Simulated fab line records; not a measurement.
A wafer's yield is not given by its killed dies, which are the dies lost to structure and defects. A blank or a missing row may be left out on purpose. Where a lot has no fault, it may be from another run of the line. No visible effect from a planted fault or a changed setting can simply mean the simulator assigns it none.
Matching of chambers | flow nand-harc | NHARC_A_BLC_ETCH_18 on rie-diel-10 has 4 sister chambers
The step etches the open film in C4F8/O2/Ar, target depth 910 nm. 4 wafers are shown with their chamber, then 8 later ones without.

WAFERS PAIRED WITH THEIR CHAMBERS
wafer  | chamber | rf-vpp-V (V)
L393.1 | 0       | 987
L397.4 | 1       | 972
L397.6 | 3       | 982
L400.3 | 2       | 974

WAFERS WITHOUT THEIR CHAMBER
wafer  | rf-vpp-V (V)
L400.4 | 981
L400.6 | 971
L399.4 | 973
L399.5 | 987
L399.6 | 981
L408.2 | 988
L408.4 | 982
L408.6 | 971

WHICH CHAMBER EACH ONE RAN IN
wafer  | from the rows above     | in truth
L400.4 | 3                       | 3
L400.6 | 1                       | 1
L399.4 | can't be placed: 1 or 2 | 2
L399.5 | 0                       | 0
L399.6 | 3                       | 3
L408.2 | 0                       | 0
L408.4 | 3                       | 3
L408.6 | 1                       | 1
7 of 8 placed correctly. Not placeable from these rows: 1 (in 1, the candidates include the true chamber). Number placed wrongly: 0.
How it was worked out, from the rows above alone: a wafer's distance from a chamber is the root of the sum, over the readings, of the square of ((its reading less the chamber's mean) divided by the reading's scatter). The wafer belongs to the nearest chamber; if the next one is less than 2 further off, it can't be placed. The mean given for a chamber averages the wafers shown for that chamber. The scatter: with one shown wafer a chamber, the root of the mean of the squares of how far each hidden wafer lies from its nearest shown one.
